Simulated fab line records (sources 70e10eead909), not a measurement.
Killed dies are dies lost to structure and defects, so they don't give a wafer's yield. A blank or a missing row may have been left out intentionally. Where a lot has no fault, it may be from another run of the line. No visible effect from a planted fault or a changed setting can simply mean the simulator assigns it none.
Struck lot and sound lot, side by side / flow nandHarc / 15 steps out of a route of 1302
Sound: these wafers, L826.1, L826.2, L826.6. Struck: wafers L815.1, L815.2, L815.6. At the end, the cause is stated.
Per side, at each step with rows, come the tool, then ch with its chambers, and then its first start. Under that, the readings that differ: sound wafers / struck wafers / difference of the means / sigmas: that difference in standard deviations of wafers without a fault.
alike: a reading whose means differ by less than 2 such deviations, as well as words and numbers matching on both sides. not compared: withheld readings; readings where some wafer has no value; bounds like >300 that might hide an equal value; numbers whose values overlap and for which the record gives no deviation.
Wherever a step has rows on one side only, a row that says differs or no value, or a row with sigmas, the two part there. When numbers do not overlap yet have no deviation, they are printed without sigmas and do not part them. Lack of a reading on every wafer of one side parts them only where that side has two or more wafers.

first, 2 steps without rows for these wafers: NHARC_P_GATE_STRIP_95 (strips in O2); NHARC_P_GATE_STRIP_96 (strips in SPM, time 900 s).
NHARC_P_GATE_RTA_64: time 1 s.
  sound on rtpAnneal-02 ch 0, day 13 15:01; struck on rtpAnneal-01 ch 0, day 9 01:29
reading=lampPowerPct (%); sound=40 40 40; struck=33 33 33; difference=-7; sigmas=-2
reading=lamp_zone_1_pct (%); sound=40 40 40; struck=33 33 33; difference=-7; sigmas=-2
reading=lamp_zone_4_pct (%); sound=40 40 40; struck=33 33 33; difference=-7; sigmas=-2
  alike: wafer_temp_C_max
then, 1 step without rows for these wafers: NHARC_P_GATE_ETCH_77 (etches SiO2 in dHF, target depth 6 nm).
NHARC_P_GATE_DEGAS_109: time 60 s.
  struck on pvdSputter-03, day 9 01:47; sound on pvdSputter-01, day 13 15:21
  alike: heaterPowerW
then, 3 steps without rows for these wafers: NHARC_P_GATE_PRE_CLEAN_110 (time 30 s); NHARC_P_GATE_SPUTTER_78 (material Ni, target thk 10 nm); NHARC_P_GATE_SPUTTER_79 (material TiN, target thk 10 nm).
NHARC_P_GATE_RTA_80: time 30 s.
  sound on rtpAnneal-02 ch 0, day 13 15:38; struck on rtpAnneal-01 ch 0, day 9 02:05
reading=lampPowerPct (%); sound=2.40 2.41 2.40; struck=1.97 1.97 1.97; difference=-0.43; sigmas=-2
reading=lamp_zone_1_pct (%); sound=2.40 2.41 2.41; struck=1.97 1.97 1.97; difference=-0.44; sigmas=-2
reading=lamp_zone_4_pct (%); sound=2.41 2.41 2.41; struck=1.97 1.97 1.97; difference=-0.44; sigmas=-2
  alike: wafer_temp_C_max
then, 1 step without rows for these wafers: NHARC_P_GATE_STRIP_67 (strips in SPM, time 600 s).
NHARC_P_GATE_RTA_82: time 30 s.
  sound on rtpAnneal-01 ch 0, day 13 16:06; struck on rtpAnneal-01 ch 0, day 9 02:32
  alike: lampPowerPct, lamp_zone_1_pct, lamp_zone_4_pct, wafer_temp_C_max
NHARC_P_GATE_INSPECT_68:
  struck on defectInspect-02, day 9 02:44; sound on defectInspect-01, day 13 16:18
  alike: rawDefectCount
NHARC_P_CONTACT_DEP_30: deposits SiNx, target thk 30 nm.
  sound on pecvd-04 ch 0,2, day 13 16:22; struck on pecvd-01 ch 1,2, day 9 02:49
  no value came back on the struck wafers for heaterPowerOuterW (W), heaterPowerW (W); on the sound wafers heaterPowerOuterW (W) reads 429 375 390
NHARC_P_CONTACT_DEP_00: deposits SiO2, target thk 500 nm.
  sound on pecvd-04 ch 0,2; struck on pecvd-01 ch 1,2, day 9 03:03
  alike: chamberPressureTorr, flowSccm, heaterPowerW, throttleValvePct
-- record jumps: 18 days between struck wafers' starts before vs after; left off in module P_CONTACT, resumes in module END, first step shown is number 1302 of the route --
NHARC_END_SORT_01:
  at this point the record logs the struck wafers (prober-01 ch 0, day 27 11:11) and has no rows for the sound ones

== WHERE THEY PART ==
Last at NHARC_END_SORT_01 as far as this record goes, first at NHARC_P_GATE_RTA_64.

WHY: what had been put in by the simulator
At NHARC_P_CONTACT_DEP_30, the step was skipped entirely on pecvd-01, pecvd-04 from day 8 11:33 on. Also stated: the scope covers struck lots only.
